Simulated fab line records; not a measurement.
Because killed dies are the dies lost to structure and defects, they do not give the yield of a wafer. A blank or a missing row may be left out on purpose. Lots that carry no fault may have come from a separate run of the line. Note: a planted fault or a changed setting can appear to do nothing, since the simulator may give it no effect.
fab line records	flow n5-finfet
[record] lots = 9	wafers = 25	last-day = 16
route steps=1938 shown BEOL_M0_SAQP@652 BEOL_M4@1111 PASSIVATION@1936
lots that met no fault: from a run of the same line without faults
start-h: start of the lot's first displayed wafer, in hours after the record's first day	wait-h: time in hours since the lot's previous step	" the same as in the row above	L1.1+2: several wafers, shown together as one row	- either no value or no given start	* or withheld: withheld	< > ~ a bound
route shown NAME@n: NAME is a module with steps in the file, n the number in the route of the first one	usual: mean/standard deviation of fault-free wafers	same: alike in all rows	chamber/n: place in a boat	sites: the reading at each site	_std_site: the standard deviation of these	_edge_site: the outer-site mean with the inner-site mean subtracted	radius-mm: how far each site lies from the wafer's centre	mask NAME#n: copy n	behind: the last tool/chamber to shape the wafer	hold: what put the lot on hold/how long, in hours/how the hold closed	device: transistor that didn't switch, given as n, p or np	end of line: tests run on the same wafers once the route is complete	a step without rows: its recipe alone	killed: dies lost to structure and defects at the first sort, not the wafer's yield	map: dies across one wafer; x = killed, . = not, _ = none there
set.NAME: the setting as run; set.NAME@STEP: as run at that earlier step	model.NAME: the simulator's own value behind a step, which no gauge read
route steps across a sampled set of lots; one table per step, one row per wafer
services: when a tool's chamber went out of use (start-h, in hours from the record's first day, below 0 if earlier), for how many hours, and the reason
[[steps]]
[step N5_BEOL_M0_SAQP_DESCUM_19]
[recipe] chemistry = O2	time-s = 7.9	source-power-w = 50	bias-power-w = 20	pressure-mtorr = 20	rf-frequency-hz = 2.712e+07	temp-c = 40	resist = CAR-ArF	o2-flow-sccm = 225
[usual] chamber-pressure-mTorr = 20.000/0.025	drypump-motor-current-A = 5.7/0.39	oes-product-au = 0.77/0.081	rf-vpp-V = 242.7/1	showerhead-plenum-p-Torr = 2.07/0.048	throttle-valve-pct = 20.43/0.25
lot.wafer	tool	chamber	start-h	wait-h	chamber-pressure-mTorr	drypump-motor-current-A	oes-product-au	rf-hours-counter-h	rf-vpp-V	showerhead-plenum-p-Torr	throttle-valve-pct
L723.2	rie-diel-01	1	128.16	0.0	20.019	5.5	0.75	171	243.7	2.08	20.52
L723.3	"	0	"	"	19.998	5.6	0.69	224	244.3	2.09	20.54
L725.1	rie-diel-01	3	134.42	0.0	20.010	5.4	0.74	158	243.6	2.09	20.45
L725.2	"	0	"	"	20.013	5.6	0.70	225	241.8	2.09	20.54
L725.3	"	1	"	"	20.019	5.4	0.74	173	243.6	2.08	20.53
L726.1	rie-diel-02	2	140.52	0.0	19.950	5.1	0.71	185	243.8	2.09	20.63
L726.5	"	1	"	"	19.987	5.8	0.97	-	242.2	2.06	20.20
L726.6	"	2	"	"	19.999	5.1	0.70	-	243.1	2.09	20.63
L727.1	rie-diel-02	0	152.47	0.0	19.986	6.3	0.74	190	243.2	2.04	20.55
L727.5	"	1	"	"	19.998	5.8	0.97	-	242.9	2.06	20.21
L728.1	rie-diel-03	2	156.86	0.1	19.999	6.0	0.70	242	240.8	1.98	20.80
L728.3	"	1	"	"	20.004	6.2	0.76	160	243.5	2.15	20.59
L728.5	"	2	"	"	19.984	6.0	0.70	-	241.4	1.98	20.81
L729.1	rie-diel-03	0	165.23	0.0	20.026	5.7	0.73	180	243.9	2.20	20.70
L729.2	"	2	"	"	19.987	6.0	0.70	244	242.6	1.98	20.82
L729.5	"	2	"	"	20.006	6.0	0.70	-	241.8	1.98	20.83
L736.2	rie-diel-02	3	202.13	0.0	20.007	5.4	0.80	96	243.5	2.09	19.91
L736.4	"	2	"	"	19.984	5.1	0.69	204	242.8	2.08	20.66
L736.6	"	2	"	"	19.984	5.2	0.69	-	242.3	2.08	20.67
L740.2	rie-diel-02	1	228.41	0.0	20.031	5.8	0.91	38	242.4	2.05	20.23
L740.3	"	2	"	"	20.023	5.2	0.68	213	242.0	2.08	20.68
L740.5	"	3	"	"	20.009	5.3	0.78	-	243.7	2.09	19.93
L741.1	rie-diel-01	3	233.78	0.0	19.812	5.4	0.71	188	243.6	2.08	20.52
L741.3	"	1	"	"	19.970	5.5	0.72	207	242.7	2.07	20.58
L741.6	"	2	"	"	20.013	6.3	0.74	-	242.5	1.99	20.35
[step N5_BEOL_M0_SAQP_SPACER1_ALD_98]
[recipe] material = SiO2	target-thk-a = 128	temp-c = 300	ald-precursor-family = BDEAS	ald-co-reactant = O2-plasma	pulse-time-s = 1	purge-time-s = 2	co-reactant-purge-time-s = 2	ald-cycles = 138	pressure-torr = 2
[usual] heater-power-w = 463/64	precursor-pulse-height-rel = 0.998/0.019	susceptor-temp-C = 300.02/0.2
[same] co-reactant-purge-time-s = 2
lot.wafer	tool	chamber	start-h	wait-h	heater-power-w	precursor-pulse-height-rel	susceptor-temp-C
L723.2	ald-sin-01	3	129.17	0.4	492	1.021	300.01
L723.3	"	1	"	"	512	1.001	299.96
L725.1	ald-sin-01	3	135.39	0.3	481	1.011	299.82
L725.2	"	1	"	"	521	0.991	299.80
L725.3	"	0	"	"	432	1.000	300.35
L726.1	ald-sin-01	0	143.44	2.3	429	0.993	300.47
L726.5	"	1	"	"	516	1.014	299.95
L726.6	"	0	"	"	425	1.002	300.16
L727.1	ald-sin-03	3	153.77	0.7	498	0.965	300.02
L727.5	"	0	"	"	455	1.001	299.96
L728.1	ald-sin-02	0	157.85	0.4	556	0.982	300.23
L728.3	"	1	"	"	460	0.995	300.16
L728.5	"	0	"	"	530	1.019	300.13
L729.1	ald-sin-01	2	166.41	0.5	613	1.014	299.98
L729.2	"	0	"	"	420	0.991	300.03
L729.5	"	2	"	"	600	0.942	299.98
L736.2	ald-sin-01	3	203.79	1.0	449	0.979	300.08
L736.4	"	2	"	"	587	0.988	300.17
L736.6	"	3	"	"	456	1.003	299.78
L740.2	ald-sin-03	2	230.14	1.1	421	1.018	299.70
L740.3	"	0	"	"	441	0.991	299.82
L740.5	"	2	"	"	428	0.949	299.92
L741.1	ald-sin-02	1	235.89	0.3	486	0.988	300.08
L741.3	"	0	"	"	538	1.005	299.85
L741.6	"	1	"	"	470	1.012	300.13
[step N5_BEOL_M0_SAQP_ETCH_102]
[recipe] chemistry = CF4	target = SiO2	target-depth-a = 40	ion-energy-ev = 350	time-s = 4.4	pressure-mtorr = 10	icp-w = 800	bias-w = 400	cf4-flow-sccm = 80
[usual] bias-w = 400.2/1.2	chamber-pressure-mTorr = 10.002/0.0087	drypump-motor-current-A = 6.0/0.47	oes-product-au = 1.010/0.017	throttle-valve-pct = 21.9/0.34
lot.wafer	tool	chamber	start-h	wait-h	bias-w	chamber-pressure-mTorr	drypump-motor-current-A	oes-product-au	rf-hours-counter-h	throttle-valve-pct
L723.2	rie-si-02	2	130.32	0.1	397.9	10.013	5.6	1.018	178	21.8
L723.3	"	3	"	"	398.9	9.996	6.4	0.993	38	22.0
L725.1	rie-si-06	0	136.25	0.1	401.8	9.994	6.6	1.030	115	22.4
L725.2	"	3	"	"	400.5	10.001	5.3	1.015	18	21.7
L725.3	"	2	"	"	401.1	10.014	5.8	1.007	184	22.0
L726.1	rie-si-01	0	144.26	0.1	400.0	9.999	6.0	1.030	145	21.9
L726.5	"	2	"	"	401.3	10.005	5.8	1.034	-	21.6
L726.6	"	3	"	"	399.2	9.997	5.6	1.036	-	21.7
L727.1	rie-si-06	0	154.59	0.1	398.8	9.982	6.6	1.027	116	22.4
L727.5	"	3	"	"	398.9	10.005	5.3	1.008	-	21.7
L728.1	rie-si-06	0	158.67	0.1	400.2	10.001	6.6	1.369	116	22.5
L728.3	"	3	"	"	400.0	9.996	5.3	1.353	19	21.8
L728.5	"	0	"	"	400.5	10.002	6.6	1.360	-	22.5
L729.1	rie-si-06	0	167.23	0.1	399.2	10.017	6.6	1.363	116	22.5
L729.2	"	1	"	"	398.2	10.005	6.7	1.332	61	22.6
L729.5	"	1	"	"	398.0	10.005	6.7	1.334	-	22.6
L736.2	rie-si-01	1	204.62	0.1	398.8	10.007	5.6	1.026	161	22.2
L736.4	"	0	"	"	401.0	10.009	6.0	1.025	146	21.9
L736.6	"	2	"	"	399.4	10.027	5.8	1.026	-	21.6
L740.2	rie-si-06	2	230.96	0.1	398.6	9.991	5.8	0.993	185	22.0
L740.3	"	1	"	"	400.1	10.004	6.7	1.011	63	22.5
L740.5	"	0	"	"	402.2	10.014	6.6	1.037	-	22.4
L741.1	rie-si-06	2	237.32	0.1	399.9	10.005	5.8	0.990	185	22.0
L741.3	"	0	"	"	399.7	10.016	6.6	1.048	117	22.4
L741.6	"	0	"	"	400.4	10.005	6.6	1.041	-	22.4
[step N5_BEOL_M0_SAQP_MANDREL_ETCH_103]
[recipe] chemistry = HBr/Cl2	target = a-Si	target-depth-a = 450	bt-time-s = 10	stop-on = SiCN	mask-material = SiO2	over-etch-frac = 0.8	time-s = 27	pressure-mtorr = 10	icp-w = 800	bias-w = 75	HBr_flow_sccm = 150	Cl2_flow_sccm = 80	ends = end-point
[usual] bias-w = 75.01/0.22	chamber-pressure-mTorr = 9.999/0.0088	drypump-motor-current-A = 6.0/0.47	oes-product-au = 0.684/0.012	throttle-valve-pct = 35.6/0.49
lot.wafer	tool	chamber	start-h	wait-h	bias-w	chamber-pressure-mTorr	drypump-motor-current-A	oes-product-au	rf-hours-counter-h	throttle-valve-pct
L723.2	rie-si-02	2	130.35	0.0	74.99	9.998	5.6	0.681	178	35.6
L723.3	"	3	"	"	75.22	9.996	6.4	0.703	38	35.9
L725.1	rie-si-06	0	136.28	0.0	75.02	9.999	6.6	0.696	115	36.3
L725.2	"	3	"	"	74.91	10.006	5.3	0.667	18	35.4
L725.3	"	2	"	"	75.27	9.998	5.8	0.661	184	35.8
L726.1	rie-si-01	0	144.29	0.0	74.43	10.000	6.0	0.684	145	35.6
L726.5	"	2	"	"	74.92	9.995	5.9	0.698	-	34.9
L726.6	"	3	"	"	75.46	10.006	5.6	0.689	-	35.6
L727.1	rie-si-06	0	154.62	0.0	75.11	9.997	6.6	0.704	116	36.3
L727.5	"	3	"	"	75.08	9.986	5.3	0.685	-	35.4
L728.1	rie-si-06	0	158.70	0.0	75.01	9.988	6.6	0.698	116	36.3
L728.3	"	3	"	"	75.07	9.995	5.3	0.668	19	35.4
L728.5	"	0	"	"	75.19	10.002	6.6	0.701	-	36.3
L729.1	rie-si-06	0	167.26	0.0	74.97	10.011	6.6	0.694	116	36.3
L729.2	"	1	"	"	74.91	9.991	6.6	0.691	61	36.2
L729.5	"	1	"	"	74.85	9.976	6.7	0.693	-	36.2
L736.2	rie-si-01	1	204.65	0.0	74.88	10.008	5.6	0.675	161	35.9
L736.4	"	0	"	"	75.25	10.004	6.0	0.681	146	35.6
L736.6	"	2	"	"	74.91	9.985	5.9	0.679	-	35.0
L740.2	rie-si-06	2	230.99	0.0	75.20	9.992	5.8	0.657	185	35.8
L740.3	"	1	"	"	74.91	10.009	6.7	0.678	63	36.2
L740.5	"	0	"	"	74.81	10.010	6.6	0.700	-	36.3
L741.1	rie-si-06	2	237.35	0.0	75.08	9.993	5.8	0.670	185	35.8
L741.3	"	0	"	"	74.73	10.016	6.6	0.703	117	36.3
L741.6	"	0	"	"	74.64	10.009	6.6	0.702	-	36.3
[step N5_BEOL_M4_RC_MEAS_101]
[usual] DIBL_N = 37.5/2	DIBL_P = 37.5/2.5	IOFF_N = 0.18/0.042	IOFF_P = 0.24/0.046	ION_N = 677/15	ION_P = 464/9.5	SS_N = 72.0/0.76	SS_P = 73.6/0.79	VT_N = 249/3.5	VT_P = -249/3.2
lot.wafer	tool	chamber	start-h	wait-h	DIBL_N[mV/V]	DIBL_P[mV/V]	IOFF_N[nA/um]	IOFF_P[nA/um]	ION_N[uA/um]	ION_P[uA/um]	SS_N[mV/dec]	SS_P[mV/dec]	VT_N[mV]	VT_P[mV]
L723.2	prober-01	0	181.31	0.2	36.9	37.5	0.16	0.20	657	451	72.8	73.8	251	-256
L723.3	"	0	"	"	37.5	39.2	0.18	0.23	670	455	72.1	74.4	249	-250
L725.1	prober-01	0	195.03	0.0	34.2	34.4	0.15	0.18	682	471	72.3	73.2	253	-254
L725.2	"	0	"	"	36.0	37.9	0.18	0.24	670	457	72.0	73.3	247	-249
L725.3	"	0	"	"	36.8	38.0	0.20	0.23	687	464	72.0	74.3	247	-251
L726.1	prober-02	0	202.69	0.0	37.3	36.9	0.17	0.24	678	469	71.4	74.0	249	-249
L726.5	"	0	"	"	39.1	38.0	0.20	0.26	684	472	72.7	74.2	248	-247
L726.6	"	0	"	"	34.8	35.0	0.13	0.23	650	454	71.0	74.0	250	-248
L727.1	prober-02	0	204.86	0.0	36.8	37.1	0.14	0.24	645	448	70.6	73.9	254	-251
L727.5	"	0	"	"	38.7	38.1	0.19	0.25	679	464	71.8	73.3	247	-249
L728.1	prober-02	0	216.10	0.0	34.7	33.6	0.12	0.16	657	454	70.5	71.5	257	-252
L728.3	"	0	"	"	42.7	45.1	0.30	0.38	694	473	73.4	75.7	243	-241
L728.5	"	0	"	"	37.1	37.2	0.16	0.20	666	456	71.5	73.4	252	-250
L729.1	prober-02	0	221.05	0.0	38.8	39.8	0.21	0.29	691	475	71.1	74.3	243	-242
L729.2	"	0	"	"	38.0	37.3	0.18	0.24	677	465	71.7	73.2	252	-247
L729.5	"	0	"	"	39.1	39.7	0.19	0.28	667	468	71.3	74.1	247	-245
L736.2	prober-02	0	253.53	0.2	35.3	34.4	0.12	0.18	661	461	71.0	72.3	254	-252
L736.4	"	0	"	"	36.3	35.7	0.15	0.20	688	476	71.4	72.5	252	-255
L736.6	"	0	"	"	35.2	34.0	0.12	0.17	648	452	71.3	72.6	257	-254
L740.2	prober-01	0	290.64	0.2	34.4	32.8	0.13	0.20	667	465	71.4	72.4	251	-249
L740.3	"	0	"	"	42.0	42.2	0.33	0.38	704	485	73.0	74.2	238	-242
L740.5	"	0	"	"	38.8	37.2	0.20	0.25	686	470	72.1	74.1	248	-247
L741.1	prober-02	0	294.48	0.0	39.4	38.3	0.23	0.24	708	470	72.3	74.6	244	-249
L741.3	"	0	"	"	37.3	34.9	0.18	0.19	685	465	71.6	72.8	248	-250
L741.6	"	0	"	"	37.4	36.5	0.18	0.20	693	467	72.1	73.8	247	-251
[step N5_PASSIVATION_PROBE_49]
[usual] defect-limited-yield = 91.8/1.5	killed_at_M0_to_M3 = 33/11	killed_at_M4_up = 13/5	killed-at-contacts = 11/5.6	killed-at-front-end = 36/12	killed-at-other = 3.4/2.5	killed-dies = 97/18	killed-open = 64/13	killed-short = 31/6.9	sort_bin_4_leakage = 0.01/0.048	sort_bin_5_function = 4.8/1	sort_bin_6_memory = 3.1/0.64	sort-n-pass = 1083/18	sort-yield-pct = 91.8/1.5
[same] gross-dies = 1180	killed-at-back-side = 0	sort_bin_8_speed[%] = 0
lot.wafer	tool	chamber	start-h	wait-h	defect-limited-yield[%]	killed_at_M0_to_M3	killed_at_M4_up	killed-at-contacts	killed-at-front-end	killed-at-other	killed-dies	killed-open	killed-short	sort_bin_4_leakage[%]	sort_bin_5_function[%]	sort_bin_6_memory[%]	sort-n-pass	sort-yield-pct[%]
L723.2	prober-01	-	286.15	0.1	92.0	41	12	7	26	8	94	64	30	0	4.3	3.4	1086	92.0
L723.3	prober-01	-	286.20	0.1	91.7	38	17	3	32	8	98	65	33	0	5.3	2.8	1082	91.7
L725.1	prober-01	-	296.24	0.0	91.0	43	15	4	36	8	106	66	40	0	6.1	2.4	1074	91.0
L725.2	prober-01	-	296.29	0.1	91.4	57	11	3	25	6	102	76	26	0	5.3	3.1	1078	91.4
L725.3	prober-01	-	296.34	0.1	92.2	37	13	5	36	1	92	59	32	0	4.5	3.1	1088	92.2
L727.1	prober-02	-	311.83	0.0	91.9	31	14	17	32	1	95	64	31	0	4.2	3.6	1085	91.9
L727.5	prober-02	-	312.03	0.2	92.2	28	14	9	35	6	92	64	28	0	5.1	2.5	1088	92.2
L729.1	prober-02	-	325.74	0.0	93.2	24	20	8	25	3	80	55	25	0	4.3	2.4	1100	93.2
L729.2	prober-02	-	325.79	0.1	93.6	23	15	13	25	0	76	49	27	0	4.5	1.9	1104	93.6
L729.5	prober-02	-	325.94	0.2	90.6	50	12	17	30	2	111	70	41	0	5.6	3.6	1069	90.6
L728.5	prober-01	-	327.64	0.2	91.2	32	13	19	36	4	104	72	32	0	5.2	3.4	1076	91.2
L736.2	prober-01	-	370.22	0.1	89.1	46	22	20	36	5	129	81	41	0	5.7	4.6	1051	89.1
L736.4	prober-01	-	370.32	0.2	90.1	34	20	23	34	6	117	79	36	0	5.6	4.3	1063	90.1
L736.6	prober-01	-	370.42	0.3	91.2	21	13	11	54	5	104	63	33	0	4.6	3.6	1076	91.2
// killed by level:class
L723.2 BEOL_M0_SAQP:geometric-particle:short=14 FIN_SAQP:geometric-particle:open=11 BEOL_M0_SAQP:geometric-particle:open=11 BEOL_M3:geometric-particle:open=6 MOL_CONTACT_COAG:geometric-particle:open=5 BEOL_M4:geometric-particle:open=5 GATE_CUT:geometric-particle:short=4 BEOL_M0:geometric-particle:open=4
L723.3 FIN_SAQP:geometric-particle:open=12 BEOL_M0_SAQP:geometric-particle:short=11 BEOL_M0_SAQP:geometric-particle:open=10 BEOL_M4:geometric-particle:open=9 FIN_SAQP:geometric-particle:short=5 BEOL_M2:geometric-particle:open=5 DUMMY_GATE:geometric-particle:open=4 BEOL_M1:geometric-particle:open=4
L725.1 BEOL_M2:geometric-particle:open=12 BEOL_M4:geometric-particle:open=12 BEOL_M3:geometric-particle:open=9 FIN_SAQP:geometric-particle:open=8 BEOL_M0_SAQP:geometric-particle:short=7 BEOL_M1:geometric-particle:open=6 FIN_SAQP:geometric-particle:short=5 GATE_CUT:geometric-particle:short=4
L725.2 BEOL_M0_SAQP:geometric-particle:open=19 BEOL_M2:geometric-particle:open=14 BEOL_M3:geometric-particle:open=10 BEOL_M0_SAQP:geometric-particle:short=8 FIN_SAQP:geometric-particle:open=6 STARTING-WAFER:geometric-particle:short=4 FIN_SAQP:geometric-particle:short=3 STI_FIN_REVEAL:geometric-particle:open=3
L725.3 BEOL_M3:geometric-particle:open=11 BEOL_M0_SAQP:geometric-particle:short=8 STI_FIN_REVEAL:geometric-particle:open=7 BEOL_M0_SAQP:geometric-particle:open=6 FIN_SAQP:geometric-particle:open=5 STI_FIN_REVEAL:geometric-particle:short=5 MOL_CONTACT_COAG:geometric-particle:open=4 BEOL_M3:geometric-particle:short=4
L727.1 MOL_CONTACT_COAG:geometric-particle:open=14 BEOL_M0_SAQP:geometric-particle:open=10 BEOL_M0_SAQP:geometric-particle:short=8 BEOL_M3:geometric-particle:open=5 STARTING-WAFER:geometric-particle:open=5 DUMMY_GATE:geometric-particle:open=4 ILD0:geometric-particle:short=4 GATE_CUT:geometric-particle:open=4
L727.5 GATE_CUT:geometric-particle:short=9 BEOL_M0_SAQP:geometric-particle:open=8 BEOL_M1:geometric-particle:open=8 FIN_SAQP:geometric-particle:open=7 DUMMY_GATE:geometric-particle:open=7 MOL_CONTACT_COAG:geometric-particle:open=7 BEOL_M0_SAQP:geometric-particle:short=5 BEOL_M8:geometric-particle:open=5
L729.1 BEOL_M0_SAQP:geometric-particle:open=8 FIN_SAQP:geometric-particle:open=6 FIN_SAQP:geometric-particle:short=6 BEOL_M0_SAQP:geometric-particle:short=5 BEOL_M4:geometric-particle:open=5 STI_FIN_REVEAL:geometric-particle:open=4 BEOL_M5:geometric-particle:open=4 MOL_CONTACT_COAG:geometric-particle:short=4
L729.2 MOL_CONTACT_COAG:geometric-particle:open=10 FIN_SAQP:geometric-particle:open=8 STI_FIN_REVEAL:geometric-particle:open=6 BEOL_M0_SAQP:geometric-particle:short=5 BEOL_M4:geometric-particle:open=5 BEOL_M0_SAQP:geometric-particle:open=4 BEOL_M5:geometric-particle:open=4 FIN_SAQP:geometric-particle:short=3
L729.5 BEOL_M0_SAQP:geometric-particle:short=18 MOL_CONTACT_COAG:geometric-particle:open=15 BEOL_M0_SAQP:geometric-particle:open=14 BEOL_M2:geometric-particle:short=7 STI_FIN_REVEAL:geometric-particle:open=6 BEOL_M0:geometric-particle:open=5 BEOL_M4:geometric-particle:open=4 FIN_SAQP:geometric-particle:open=3
L728.5 MOL_CONTACT_COAG:geometric-particle:open=13 STI_FIN_REVEAL:geometric-particle:open=12 BEOL_M2:geometric-particle:open=7 BEOL_M3:geometric-particle:open=7 FIN_SAQP:geometric-particle:open=6 MOL_CONTACT_COAG:geometric-particle:short=6 BEOL_M0_SAQP:geometric-particle:short=6 BEOL_M0_SAQP:geometric-particle:open=5
L736.2 MOL_CONTACT_COAG:geometric-particle:open=18 BEOL_M1:geometric-particle:open=11 FIN_SAQP:geometric-particle:short=10 BEOL_M3:geometric-particle:open=9 BEOL_M0_SAQP:geometric-particle:short=7 BEOL_M0_SAQP:geometric-particle:open=6 STI_FIN_REVEAL:geometric-particle:open=5 BEOL_M4:geometric-particle:open=5
L736.4 MOL_CONTACT_COAG:geometric-particle:open=20 BEOL_M4:geometric-particle:open=10 FIN_SAQP:geometric-particle:short=7 BEOL_M0_SAQP:geometric-particle:open=7 FIN_SAQP:geometric-particle:open=6 STI_FIN_REVEAL:geometric-particle:open=6 BEOL_M0_SAQP:geometric-particle:short=6 BEOL_M1:geometric-particle:open=6
L736.6 STI_FIN_REVEAL:geometric-particle:open=11 MOL_CONTACT_COAG:geometric-particle:open=11 FIN_SAQP:geometric-particle:short=10 BEOL_M4:geometric-particle:open=8 BEOL_M1:geometric-particle:open=8 HKMG_FIN:area-etch=7 DUMMY_GATE:geometric-particle:open=6 FIN_SAQP:geometric-particle:open=5
[[services]]
tool	chamber	start-h	hours	kind
ald-sin-01	-	111.09	0.5	repair
rie-si-01	-	124.96	15.6	pm
rie-diel-01	0	137.19	2.4	repair
ald-sin-02	-	137.97	14.6	pm
rie-si-01	2	147.21	3.1	repair
rie-si-02	0	151.61	12.7	repair
rie-diel-01	3	176.74	8.3	repair
ald-sin-01	-	176.75	14.0	pm
ald-sin-01	0	176.75	14.0	vent-cycle
ald-sin-01	1	176.75	14.0	vent-cycle
ald-sin-01	2	176.75	14.0	vent-cycle
ald-sin-01	3	176.75	14.0	vent-cycle
rie-diel-03	2	181.29	-	clean
rie-diel-03	2	181.29	-	consumable-replace:focus-ring
rie-diel-03	2	181.29	-	consumable-replace:showerhead
ald-sin-01	0	190.75	-	clean
ald-sin-01	1	190.75	-	clean
ald-sin-01	2	190.75	-	clean
ald-sin-01	3	190.75	-	clean
rie-si-06	0	212.39	6.2	repair
rie-si-01	1	216.72	10.8	repair
rie-diel-03	-	234.90	15.6	pm
[[key]]
[first-sign] step = N5_BEOL_M0_SAQP_ETCH_102	reading = oes-product-au	direction = up	sigmas = 20	usual = 1.010	struck = 1.352
effect none on later readings
met-at N5_BEOL_M0_SAQP_ETCH_102
struck-lots L728,L729
not-acting-at N5_BEOL_M0_SAQP_DESCUM_19,N5_BEOL_M0_SAQP_SPACER1_ALD_98,N5_BEOL_M0_SAQP_MANDREL_ETCH_103
onset-between 154.59 158.67
[fault] kind = process-parameter-drift	tool = rie-si-06	chamber = -	onset-h = 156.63	steps = N5_BEOL_M0_SAQP_ETCH_102	channel = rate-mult	offset = 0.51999	shape = step	end-h = 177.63
